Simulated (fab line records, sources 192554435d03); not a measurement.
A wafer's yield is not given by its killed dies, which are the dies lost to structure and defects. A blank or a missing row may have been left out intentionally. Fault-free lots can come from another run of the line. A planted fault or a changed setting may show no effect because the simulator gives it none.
fab line records	flow n5Finfet
[record] lots = 7	wafers = 39
route steps=1938 shown BEOL_M1@753 BEOL_M5@1160 BEOL_M7@1263
startH: the number of hours between the record's first day and the start of the first shown wafer of the lot	waitH: how many hours have passed since the lot's step before this one	" as in the row above	L1.1+2: several wafers, shown together as one row	- no value, or no start was given	* or withheld: withheld	< > ~ a bound
route shown NAME@n: a module of which the file shows steps, and the number in the route of the first	usual: mean/standard deviation taken from wafers without a fault	same: alike in all rows	chamber/n: place in a boat	sites: readings site by site	_std_site: standard deviation across them	_edge_site: the outer-site mean with the inner-site mean subtracted	radiusMm: how far each site lies from the wafer's centre	mask NAME#n: copy n	behind: tool/chamber where the wafer was last shaped	hold: the reason the lot was held/the length of the hold in hours/how it ended	device: the transistor (n, p or np) that didn't switch	end of line: at the end of the route, the tests of the same wafers	a step given without rows: its recipe and nothing more	killed: at the first sort, the dies lost to defects and structure; wafer yield is something else	map: a wafer's dies, x killed, . not, _ none there
set.NAME: the setting that was run; set.NAME@STEP: the one run at that earlier step	model.NAME: the simulator's own value behind a step, which no gauge read
lots run with intentionally changed settings; tables by step, rows by wafer
[[steps]]
[step N5_BEOL_M1_PECVD_72]
[recipe] material = SiO2	targetThkA = 160	tempC = 400	precursor = TEOS/O2	pressureTorr = 5.5	rfW = 450	teosFlowSccm = 53.8	gas = O2	flowSccm = 3000	timeS = 18
lot.wafer	tool	chamber	startH	waitH	set.timeS	model.SiO2_of_BEOL_M1_PECVD_72.thkNm
L079.1+2	pecvd-03	2,0	147.45	0.0	18	16
L079.3+6	"	1,0	"	"	24.11	21.2
L079.4	"	2	"	"	24.11	21.4
L079.5	"	1	"	"	18	16.2
L084.1+3	pecvd-04	1,0	182.37	0.0	18	15.6
L084.2+4+6	"	2,1,0	"	"	18	15.8
L084.5	"	2	"	"	18	16
L085.1	pecvd-04	1	195.23	0.0	21.79	18.8
L085.2+3	"	0,2	"	"	21.79	19
L085.4+5	"	1,2	"	"	18	16.2
L085.6	"	0	"	"	18	15.8
L092.1	pecvd-03	0	231.61	0.0	18	15.8
L092.2	"	2	"	"	18	16
L092.3+5	"	1,2	"	"	7.492	6.8
L092.4	"	0	"	"	7.492	6.6
L092.6	"	1	"	"	18	16.2
L094.1	pecvd-04	2	237.28	0.0	23.94	21
L094.2	"	0	"	"	18	16
L094.3+4	"	2,0	"	"	18	16.2
L094.5	"	2	"	"	23.94	21.2
L094.6	"	0	"	"	23.94	21.4
L095.1+3+5	pecvd-04	0,1,0	242.19	0.0	13.4	12.2
L095.2	"	2	"	"	18	16
L095.4	"	2	"	"	18	16.6
L095.6	"	1	"	"	18	16.2
L097.1	pecvd-02	2	259.45	0.0	18	15.6
L097.2+5	"	1,2	"	"	18	16
[step N5_BEOL_M1_HM_DEP_02]
[recipe] material = TiN	targetThkA = 200	tempC = 25	chamberPressurePa = 0.49996
[step N5_BEOL_M1_COAT_61]
[recipe] resist = SOC	tempC = 250	timeS = 60	spinRpm = 1500	resistThkNm = 60
[step N5_BEOL_M1_STRIP_97]
[recipe] chemistry = N2/H2	timeS = 10	powerW = 450	tempC = 40	pressureMtorr = 20	rfFrequencyHz = 6e+07	biasPowerW = 7	n2FlowSccm = 200	h2FlowSccm = 200
[step N5_BEOL_M1_HM_STRIP_39]
[recipe] chemistry = peroxideTinStrip	material = TiN	targetDepthA = 250	tempC = 50	timeS = 158
lot.wafer	tool	chamber	startH	waitH	set.timeS@BEOL_M1_PECVD_72	model.SiO2_of_BEOL_M1_PECVD_72.thkNm
L079.1+2	wetBench-01	5,4	154.95	0.0	18	15.8
L079.3+6	"	3,1	"	"	24.11	21
L079.4	"	0	"	"	24.11	21.2
L079.5	"	2	"	"	18	16
L084.1+3	wetBench-02	5,6	194.50	0.0	18	15.4
L084.2+4+6	"	4,1,0	"	"	18	15.6
L084.5	"	7	"	"	18	15.8
L085.1	wetBench-01	4	201.59	0.0	21.79	18.6
L085.2	"	7	"	"	21.79	18.8
L085.3	"	5	"	"	21.79	19
L085.4+5	"	3,2	"	"	18	16
L085.6	"	6	"	"	18	15.6
L092.1	wetBench-01	3	235.43	0.0	18	15.6
L092.2	"	2	"	"	18	15.8
L092.3	"	0	"	"	7.492	6.8
L092.4	"	1	"	"	7.492	6.4
L092.5	"	7	"	"	7.492	6.6
L092.6	"	6	"	"	18	16
L094.1	wetBench-02	7	245.68	0.0	23.94	21
L094.2+4	"	4,3	"	"	18	16
L094.3	"	6	"	"	18	16.2
L094.5+6	"	2,5	"	"	23.94	21.2
L095.1+3+5	wetBench-04	7,6,2	249.71	0.0	13.4	12
L095.2	"	1	"	"	18	15.8
L095.4	"	0	"	"	18	16.4
L095.6	"	3	"	"	18	16
L097.1	wetBench-02	0	270.42	0.0	18	15.6
L097.2+5	"	1,2	"	"	18	15.8
[step N5_BEOL_M5_TRENCH_ETCH_37]
[recipe] chemistry = C4F6/O2	targetDepthA = 716.52	target = SiCOH_lowk	timeS = 24.7	ionEnergyEv = 250	pressureMtorr = 30	sourceW = 345	biasW = 185	Ar_flow_sccm = 300	C4F6_flow_sccm = 10	O2_flow_sccm = 10
lot.wafer	tool	chamber	startH	waitH	set.timeS	model.BEOL_M5.featureDepthNm	model.etch.depthNm	model.TiN_of_BEOL_M5_HM_DEP_02.thkNm
L079.1	rieDiel-03	3	-	-	24.7	69.4	69.44	17.8
L079.2	"	2	"	"	20.38	56.4	56.43	18.4
L079.3	"	0	"	"	24.7	71.4	71.36	17.8
L079.4	"	1	"	"	24.7	69.6	69.55	17.8
L079.5	"	1	"	"	20.38	58	57.95	18.2
L079.6	"	0	"	"	20.38	59.4	59.49	18.4
L084.1	rieDiel-03	1	-	-	11.03	31.2	31.18	19.4
L084.2	"	3	"	"	11.03	31	30.98	19.2
L084.3	"	0	"	"	24.7	71.4	71.39	18.4
L084.4	"	2	"	"	24.7	68	68.1	18.4
L084.5	"	0	"	"	24.7	71.6	71.53	18.4
L084.6	"	1	"	"	11.03	30.8	30.78	19.2
L085.1	rieDiel-06	1	-	-	24.7	70.8	70.78	18
L085.2	"	3	"	"	24.7	69.4	69.35	17.8
L085.3	"	2	"	"	24.7	73.4	73.4	17.6
L085.4	"	0	"	"	24.7	71.4	71.31	17.8
L085.5	"	2	"	"	24.7	73.6	73.5	18
L085.6	"	1	"	"	24.7	70.8	70.78	17.6
L092.1	rieDiel-06	2	-	-	17.43	52.2	52.17	18.6
L092.2	"	1	"	"	24.7	70.6	70.69	17.8
L092.3	"	0	"	"	17.43	50.6	50.67	18.2
L092.4	"	3	"	"	24.7	70.2	70.18	17.8
L092.5	"	2	"	"	17.43	52.4	52.33	18.4
L092.6	"	3	"	"	24.7	70.2	70.17	17.8
L094.1	rieDiel-03	2	-	-	16.31	46	45.97	18.4
L094.2	"	1	"	"	16.31	46.4	46.44	18.6
L094.3	"	0	"	"	24.7	72	72.08	17.8
L094.4	"	3	"	"	24.7	70	70.07	17.8
L094.5	"	1	"	"	24.7	70.4	70.45	17.6
L094.6	"	2	"	"	16.31	45.8	45.89	18.4
L095.1	rieDiel-03	0	-	-	24.7	71	71.03	17.6
L095.2	"	3	"	"	24.7	70	70.02	18
L095.3	"	1	"	"	24.7	70.2	70.22	17.6
L095.4	"	0	"	"	24.7	71.6	71.7	17.8
L095.5	"	3	"	"	24.7	69.8	69.78	18
L095.6	"	1	"	"	24.7	70	69.98	17.8
L097.1	rieDiel-06	1	-	-	24.7	70.6	70.51	17.6
L097.2	"	0	"	"	24.7	71.8	71.75	17.6
L097.5	"	0	"	"	24.7	71.8	71.86	17.6
[step N5_BEOL_M5_ETCH_41]
[recipe] chemistry = CH3F/O2	target = SiCN	targetDepthA = 315	taperDeg = 2	timeS = 56.7	ionEnergyEv = 120	maskMaterial = TiN	pressureMtorr = 30	sourceW = 395	biasW = 75	Ar_flow_sccm = 150	CH3F_flow_sccm = 30	O2_flow_sccm = 20
[step N5_BEOL_M5_STRIP_91]
[recipe] chemistry = N2/H2	timeS = 10	powerW = 450	tempC = 40	pressureMtorr = 20	rfFrequencyHz = 6e+07	biasPowerW = 7	n2FlowSccm = 200	h2FlowSccm = 200
[step N5_BEOL_M5_OCD_MEAS_38]
[usual] trenchDepthNm = 71.4/1.5
lot.wafer	tool	chamber	startH	waitH	set.timeS@BEOL_M5_TRENCH_ETCH_37	trenchDepthNm
L079.1	ocd-02	-	207.71	-	24.7	69.3
L079.2	"	-	"	"	20.38	56.7
L079.3	"	-	"	"	24.7	71.5
L079.4	"	-	"	"	24.7	69.9
L079.5	"	-	"	"	20.38	58.2
L079.6	"	-	"	"	20.38	59.4
L084.1	ocd-02	-	241.14	-	11.03	31.4
L084.2	"	-	"	"	11.03	30.7
L084.3	"	-	"	"	24.7	71.6
L084.4	"	-	"	"	24.7	68.1
L084.5	"	-	"	"	24.7	71.1
L084.6	"	-	"	"	11.03	30.9
L085.1	ocd-02	-	253.66	-	24.7	71.0
L085.2	"	-	"	"	24.7	69.2
L085.3	"	-	"	"	24.7	73.5
L085.4	"	-	"	"	24.7	71.2
L085.5	"	-	"	"	24.7	73.3
L085.6	"	-	"	"	24.7	71.1
L092.1	ocd-01	-	287.58	-	17.43	51.7
L092.2	"	-	"	"	24.7	70.2
L092.3	"	-	"	"	17.43	50.6
L092.4	"	-	"	"	24.7	69.9
L092.5	"	-	"	"	17.43	53.0
L092.6	"	-	"	"	24.7	70.7
L094.1	ocd-01	-	300.31	-	16.31	46.2
L094.2	"	-	"	"	16.31	46.2
L094.3	"	-	"	"	24.7	71.9
L094.4	"	-	"	"	24.7	70.2
L094.5	"	-	"	"	24.7	69.9
L094.6	"	-	"	"	16.31	46.0
L095.1	ocd-02	-	308.23	-	24.7	70.7
L095.2	"	-	"	"	24.7	70.5
L095.3	"	-	"	"	24.7	70.3
L095.4	"	-	"	"	24.7	71.1
L095.5	"	-	"	"	24.7	69.9
L095.6	"	-	"	"	24.7	70.3
L097.1	ocd-01	-	317.34	-	24.7	70.2
L097.2	"	-	"	"	24.7	71.6
L097.5	"	-	"	"	24.7	71.9
[step N5_BEOL_M5_HM_STRIP_39]
[recipe] chemistry = peroxideTinStrip	material = TiN	targetDepthA = 250	tempC = 50	timeS = 158
[step N5_BEOL_M5_SRD_40]
[recipe] timeS = 30	tempC = 23	rinseLiquid = diw	dry = ipaMarangoni
[step N5_BEOL_M5_ECD_50]
[recipe] material = Cu	targetThkA = 3000
[step N5_BEOL_M5_ANNEAL_51]
[recipe] tempC = 225	timeS = 90	ambient = N2
[step N5_BEOL_M5_CMP_52]
[recipe] stopOn = SiCOH_lowk	tOverpolishS = 6.9	downForcePsi = 1	platenRpm = 50	clearingPlatenDownForcePsi = 1.5	clearingPlatenRpm = 50	postCmpClean = cuAlkaline	targetThkNm = 62	clearingPlatenPadVelocityMS = 0.99484	padVelocityMS = 0.99484
lot.wafer	tool	chamber	startH	waitH	set.timeS@BEOL_M5_TRENCH_ETCH_37	model.Cu_of_BEOL_M5_ECD_50.thkNm
L079.4	cmp-03	2	214.33	0.1	24.7	59.4
L079.1	"	3	"	"	24.7	58
L079.3	"	0	"	"	24.7	61.2
L079.2	"	1	"	"	20.38	45.8
L079.6	"	2	"	"	20.38	50
L079.5	"	3	"	"	20.38	47.2
L084.2+1	cmp-04	2,3	247.72	0.2	11.03	21.8
L084.3	"	0	"	"	24.7	63.4
L084.4	"	1	"	"	24.7	58.4
L084.5	"	2	"	"	24.7	61
L084.6	"	3	"	"	11.03	20.8
L085.4	cmp-04	1	259.92	0.1	24.7	61.8
L085.3	"	2	"	"	24.7	62
L085.2	"	3	"	"	24.7	58.6
L085.1	"	0	"	"	24.7	60.6
L085.5	"	1	"	"	24.7	64.8
L085.6	"	2	"	"	24.7	59
L092.3	cmp-03	1	294.68	0.2	17.43	40.2
L092.1+5	"	2	"	"	17.43	43.2
L092.2+4	"	3,0	"	"	24.7	60.2
L092.6	"	1	"	"	24.7	59.4
L094.3	cmp-02	2	306.67	0.2	24.7	59.8
L094.4	"	3	"	"	24.7	58.4
L094.1	"	0	"	"	16.31	34
L094.2	"	1	"	"	16.31	35
L094.6	"	2	"	"	16.31	34.6
L094.5	"	3	"	"	24.7	58.8
L095.3	cmp-03	0	314.95	0.2	24.7	61.8
L095.2	"	1	"	"	24.7	61.2
L095.1	"	2	"	"	24.7	61.4
L095.4	"	3	"	"	24.7	61.6
L095.6	"	0	"	"	24.7	60.6
L095.5	"	1	"	"	24.7	60.4
L097.1	cmp-02	3	323.95	0.3	24.7	60
L097.2	"	2	"	"	24.7	61.6
L097.5	"	3	"	"	24.7	64.2
[step N5_BEOL_M5_THK_MEAS_53]
[recipe] thkMeasGauge = xrf	reads = Cu_of_BEOL_M5_ECD_50
[usual] M5_THK = 63.6/2.1
lot.wafer	tool	chamber	startH	waitH	set.timeS@BEOL_M5_TRENCH_ETCH_37	M5_THK[nm]
L079.1	filmMetro-02	-	214.62	-	24.7	59.6
L079.2	"	-	"	"	20.38	47.1
L079.3	"	-	"	"	24.7	62.8
L079.4	"	-	"	"	24.7	61.4
L079.5	"	-	"	"	20.38	48.5
L079.6	"	-	"	"	20.38	51.5
L084.1	filmMetro-02	-	248.02	-	11.03	22.5
L084.2	"	-	"	"	11.03	22.5
L084.3	"	-	"	"	24.7	65.5
L084.4	"	-	"	"	24.7	60.4
L084.5	"	-	"	"	24.7	63.1
L084.6	"	-	"	"	11.03	21.5
L085.1	filmMetro-01	-	260.22	-	24.7	62.4
L085.2	"	-	"	"	24.7	60.2
L085.3	"	-	"	"	24.7	64.0
L085.4	"	-	"	"	24.7	63.7
L085.5	"	-	"	"	24.7	66.8
L085.6	"	-	"	"	24.7	60.6
L092.1	filmMetro-01	-	294.98	-	17.43	44.4
L092.2	"	-	"	"	24.7	62.0
L092.3	"	-	"	"	17.43	41.2
L092.4	"	-	"	"	24.7	61.9
L092.5	"	-	"	"	17.43	44.5
L092.6	"	-	"	"	24.7	61.1
L094.1	filmMetro-02	-	306.96	-	16.31	35.3
L094.2	"	-	"	"	16.31	36.4
L094.3	"	-	"	"	24.7	62.1
L094.4	"	-	"	"	24.7	60.5
L094.5	"	-	"	"	24.7	61.3
L094.6	"	-	"	"	16.31	35.8
L095.1	filmMetro-02	-	315.24	-	24.7	63.7
L095.2	"	-	"	"	24.7	63.7
L095.3	"	-	"	"	24.7	64.3
L095.4	"	-	"	"	24.7	64.0
L095.5	"	-	"	"	24.7	62.5
L095.6	"	-	"	"	24.7	63.0
L097.1	filmMetro-02	-	324.24	-	24.7	61.9
L097.2	"	-	"	"	24.7	63.6
L097.5	"	-	"	"	24.7	65.6
[step N5_BEOL_M5_PRE_CLEAN_77]
[recipe] gas = NH3/H2	timeS = 15	tempC = *	rfPowerW = 300
[step N5_BEOL_M5_CO_CAP_78]
[recipe] material = Co	targetThkA = 20	tempC = 200	precursor = CCTBA/H2	pressureTorr = 30	timeS = 102.1
[step N5_BEOL_M5_PRE_CLEAN_55]
[recipe] gas = NH3	timeS = 15	tempC = withheld	rfPowerW = 300
[step N5_BEOL_M5_DEP_56]
[recipe] material = SiCN	targetThkA = 80	tempC = withheld	precursor = 3MS/NH3	pressureTorr = 3	rfW = 202	timeS = 14
[step N5_BEOL_M5_RS_MEAS_57]
[recipe] thkMeasGauge = four-point-probe	reads = Co_of_BEOL_M5_CO_CAP_78+Cu_of_BEOL_M5_ECD_50+Co_of_BEOL_M5_CVD_47+TaN_of_BEOL_M5_ALD_86
[usual] M5_RS = 0.391/0.015
lot.wafer	tool	chamber	startH	waitH	set.timeS@BEOL_M5_TRENCH_ETCH_37	M5_RS[ohm/sq]
L079.1	filmMetro-01	-	214.89	0.0	24.7	0.419
L079.2	"	-	"	"	20.38	0.561
L079.3	"	-	"	"	24.7	0.392
L079.4	"	-	"	"	24.7	0.406
L079.5	"	-	"	"	20.38	0.540
L079.6	"	-	"	"	20.38	0.505
L084.1	filmMetro-01	-	248.28	0.0	11.03	1.508
L084.2	"	-	"	"	11.03	1.499
L084.3	"	-	"	"	24.7	0.375
L084.4	"	-	"	"	24.7	0.416
L084.5	"	-	"	"	24.7	0.394
L084.6	"	-	"	"	11.03	1.610
L085.1	filmMetro-02	-	260.48	0.0	24.7	0.398
L085.2	"	-	"	"	24.7	0.413
L085.3	"	-	"	"	24.7	0.387
L085.4	"	-	"	"	24.7	0.389
L085.5	"	-	"	"	24.7	0.365
L085.6	"	-	"	"	24.7	0.410
L092.1	filmMetro-01	-	295.24	0.0	17.43	0.604
L092.2	"	-	"	"	24.7	0.399
L092.3	"	-	"	"	17.43	0.665
L092.4	"	-	"	"	24.7	0.399
L092.5	"	-	"	"	17.43	0.603
L092.6	"	-	"	"	24.7	0.406
L094.1	filmMetro-02	-	307.24	0.0	16.31	0.827
L094.2	"	-	"	"	16.31	0.793
L094.3	"	-	"	"	24.7	0.403
L094.4	"	-	"	"	24.7	0.417
L094.5	"	-	"	"	24.7	0.411
L094.6	"	-	"	"	16.31	0.811
L095.1	filmMetro-02	-	315.51	0.0	24.7	0.391
L095.2	"	-	"	"	24.7	0.393
L095.3	"	-	"	"	24.7	0.387
L095.4	"	-	"	"	24.7	0.389
L095.5	"	-	"	"	24.7	0.400
L095.6	"	-	"	"	24.7	0.397
L097.1	filmMetro-01	-	324.50	0.0	24.7	0.401
L097.2	"	-	"	"	24.7	0.388
L097.5	"	-	"	"	24.7	0.369
[step N5_BEOL_M7_ILD_DEP_00]
[recipe] material = SiCOH_lowk	targetThkA = 1797.5	tempC = 300	precursor = DEMS/porogen	pressureTorr = 5	rfW = 500	timeS = 33.4
lot.wafer	tool	chamber	startH	waitH	set.timeS	model.SiCOH_lowk_of_BEOL_M7_ILD_DEP_00.thkNm
L079.1	pecvd-01	1	220.78	0.0	25.05	134.8
L079.2	"	0	"	"	33.4	176.8
L079.3	"	0	"	"	33.4	179.2
L079.4	"	1	"	"	25.05	135.6
L079.5	"	0	"	"	25.05	134.4
L079.6	"	1	"	"	33.4	182.6
L084.1	pecvd-03	2	256.42	0.0	33.4	175.2
L084.2	"	1	"	"	33.4	180.4
L084.3	"	0	"	"	22.5	120.6
L084.4	"	1	"	"	22.5	126
L084.5	"	0	"	"	33.4	179.4
L084.6	"	2	"	"	22.5	123.2
L085.1	pecvd-03	0	268.55	0.0	45.11	240.4
L085.2	"	1	"	"	45.11	242
L085.3	"	2	"	"	33.4	177.2
L085.4	"	2	"	"	45.11	240.2
L085.5	"	1	"	"	33.4	184
L085.6	"	0	"	"	33.4	181
L092.1	pecvd-03	2	304.06	0.0	33.4	176
L092.2+5	"	1,2	"	"	25.33	136.6
L092.3	"	0	"	"	33.4	176.6
L092.4	"	1	"	"	25.33	138.6
L092.6	"	0	"	"	33.4	177.6
L094.1	pecvd-01	1	316.19	0.0	13.99	80.2
L094.2	"	0	"	"	13.99	76.6
L094.3	"	2	"	"	33.4	181
L094.4	"	2	"	"	33.4	182
L094.5	"	1	"	"	13.99	82.4
L094.6	"	0	"	"	33.4	181.6
L095.1	pecvd-02	1	323.71	0.0	46	242.6
L095.2	"	2	"	"	33.4	175.6
L095.3	"	0	"	"	33.4	180.8
L095.4	"	1	"	"	33.4	179.8
L095.5	"	2	"	"	46	244.2
L095.6	"	0	"	"	46	248.8
L097.1	pecvd-01	0	331.55	0.0	33.4	178
L097.2	"	2	"	"	33.4	178.2
L097.5	"	1	"	"	33.4	182.8
[step N5_BEOL_M7_CURE_74]
[recipe] tempC = 385	timeS = 240	ambient = He/Ar	material = SiCOH_lowk
lot.wafer	tool	chamber	startH	waitH	set.timeS@BEOL_M7_ILD_DEP_00	model.SiCOH_lowk_of_BEOL_M7_ILD_DEP_00.thkNm
L079.1	uvCure-02	1	220.96	0.2	25.05	115.8
L079.2	"	1	"	"	33.4	152.4
L079.3	"	1	"	"	33.4	154.4
L079.4	"	1	"	"	25.05	116.6
L079.5	"	1	"	"	25.05	115.6
L079.6	"	1	"	"	33.4	157.4
L084.1	uvCure-01	0	256.48	0.0	33.4	151.2
L084.2	"	0	"	"	33.4	155.6
L084.3	"	0	"	"	22.5	103.6
L084.4	"	0	"	"	22.5	108.4
L084.5	"	0	"	"	33.4	154.8
L084.6	"	0	"	"	22.5	106
L085.1	uvCure-02	1	268.62	0.0	45.11	208
L085.2	"	1	"	"	45.11	209.6
L085.3	"	1	"	"	33.4	152.8
L085.4	"	1	"	"	45.11	207.8
L085.5	"	1	"	"	33.4	158.8
L085.6	"	1	"	"	33.4	156.2
L092.1	uvCure-02	0	304.12	0.0	33.4	151.8
L092.2	"	0	"	"	25.33	117.4
L092.3	"	0	"	"	33.4	152.2
L092.4	"	0	"	"	25.33	119.2
L092.5	"	0	"	"	25.33	117.6
L092.6	"	0	"	"	33.4	153
L094.1	uvCure-03	2	316.26	0.0	13.99	68.8
L094.2	"	2	"	"	13.99	65.8
L094.3	"	2	"	"	33.4	156
L094.4	"	2	"	"	33.4	157
L094.5	"	2	"	"	13.99	70.8
L094.6	"	2	"	"	33.4	156.6
L095.1	uvCure-01	1	323.78	0.0	46	210
L095.2	"	1	"	"	33.4	151.4
L095.3	"	1	"	"	33.4	156
L095.4	"	1	"	"	33.4	155
L095.5	"	1	"	"	46	211.4
L095.6	"	1	"	"	46	215.4
L097.1+2	uvCure-02	2	331.62	0.0	33.4	153.6
L097.5	"	2	"	"	33.4	157.8
[step N5_BEOL_M7_THK_MEAS_01]
[recipe] reads = SiCOH_lowk_of_BEOL_M7_ILD_DEP_00
[usual] M7_ILD_THK = 155.0/2.2
lot.wafer	tool	chamber	startH	waitH	set.timeS@BEOL_M7_ILD_DEP_00	M7_ILD_THK[nm]
L079.1	filmMetro-01	-	221.48	0.4	25.05	115.8
L079.2	"	-	"	"	33.4	152.3
L079.3	"	-	"	"	33.4	154.6
L079.4	"	-	"	"	25.05	116.7
L079.5	"	-	"	"	25.05	115.6
L079.6	"	-	"	"	33.4	157.5
L084.1	filmMetro-01	-	256.99	0.4	33.4	151.2
L084.2	"	-	"	"	33.4	155.6
L084.3	"	-	"	"	22.5	103.6
L084.4	"	-	"	"	22.5	108.4
L084.5	"	-	"	"	33.4	154.8
L084.6	"	-	"	"	22.5	106.0
L085.1	filmMetro-02	-	269.13	0.4	45.11	208.0
L085.2	"	-	"	"	45.11	209.5
L085.3	"	-	"	"	33.4	152.8
L085.4	"	-	"	"	45.11	208.0
L085.5	"	-	"	"	33.4	158.7
L085.6	"	-	"	"	33.4	156.2
L092.1	filmMetro-01	-	304.63	0.4	33.4	151.7
L092.2	"	-	"	"	25.33	117.3
L092.3	"	-	"	"	33.4	152.2
L092.4	"	-	"	"	25.33	119.3
L092.5	"	-	"	"	25.33	117.6
L092.6	"	-	"	"	33.4	153.1
L094.1	filmMetro-02	-	317.25	0.8	13.99	68.8
L094.2	"	-	"	"	13.99	65.7
L094.3	"	-	"	"	33.4	156.1
L094.4	"	-	"	"	33.4	157.0
L094.5	"	-	"	"	13.99	70.7
L094.6	"	-	"	"	33.4	156.8
L095.1	filmMetro-01	-	324.29	0.4	46	209.9
L095.2	"	-	"	"	33.4	151.4
L095.3	"	-	"	"	33.4	156.1
L095.4	"	-	"	"	33.4	155.0
L095.5	"	-	"	"	46	211.3
L095.6	"	-	"	"	46	215.2
L097.1	filmMetro-01	-	332.13	0.4	33.4	153.6
L097.2	"	-	"	"	33.4	153.6
L097.5	"	-	"	"	33.4	157.7
[[key]]
[split] step = N5_BEOL_M1_PECVD_72	setting = timeS	stated = 18	by = wafer
[response] step = N5_BEOL_M1_PECVD_72	reading = model.SiO2_of_BEOL_M1_PECVD_72.thkNm	change = +0.156	per = 1%	r = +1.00
[response] step = N5_BEOL_M1_HM_STRIP_39	reading = model.SiO2_of_BEOL_M1_PECVD_72.thkNm	change = +0.155	per = 1%	r = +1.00
[split] step = N5_BEOL_M5_TRENCH_ETCH_37	setting = timeS	stated = 24.7	by = wafer
[response] step = N5_BEOL_M5_TRENCH_ETCH_37	reading = model.BEOL_M5.featureDepthNm	change = +0.701	per = 1%	r = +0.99
[response] step = N5_BEOL_M5_TRENCH_ETCH_37	reading = model.etch.depthNm	change = +0.702	per = 1%	r = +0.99
[response] step = N5_BEOL_M5_TRENCH_ETCH_37	reading = model.TiN_of_BEOL_M5_HM_DEP_02.thkNm	change = -0.0185	per = 1%	r = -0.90
[response] step = N5_BEOL_M5_OCD_MEAS_38	reading = trenchDepthNm	change = +0.699	per = 1%	r = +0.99
[response] step = N5_BEOL_M5_CMP_52	reading = model.Cu_of_BEOL_M5_ECD_50.thkNm	change = +0.695	per = 1%	r = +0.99
[response] step = N5_BEOL_M5_THK_MEAS_53	reading = M5_THK	change = +0.719	per = 1%	r = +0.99
[response] step = N5_BEOL_M5_RS_MEAS_57	reading = M5_RS	change = -0.0159	per = 1%	r = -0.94
[split] step = N5_BEOL_M7_ILD_DEP_00	setting = timeS	stated = 33.4	by = wafer
[response] step = N5_BEOL_M7_ILD_DEP_00	reading = model.SiCOH_lowk_of_BEOL_M7_ILD_DEP_00.thkNm	change = +1.73	per = 1%	r = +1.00
[response] step = N5_BEOL_M7_CURE_74	reading = model.SiCOH_lowk_of_BEOL_M7_ILD_DEP_00.thkNm	change = +1.51	per = 1%	r = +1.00
[response] step = N5_BEOL_M7_THK_MEAS_01	reading = M7_ILD_THK	change = +1.51	per = 1%	r = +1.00
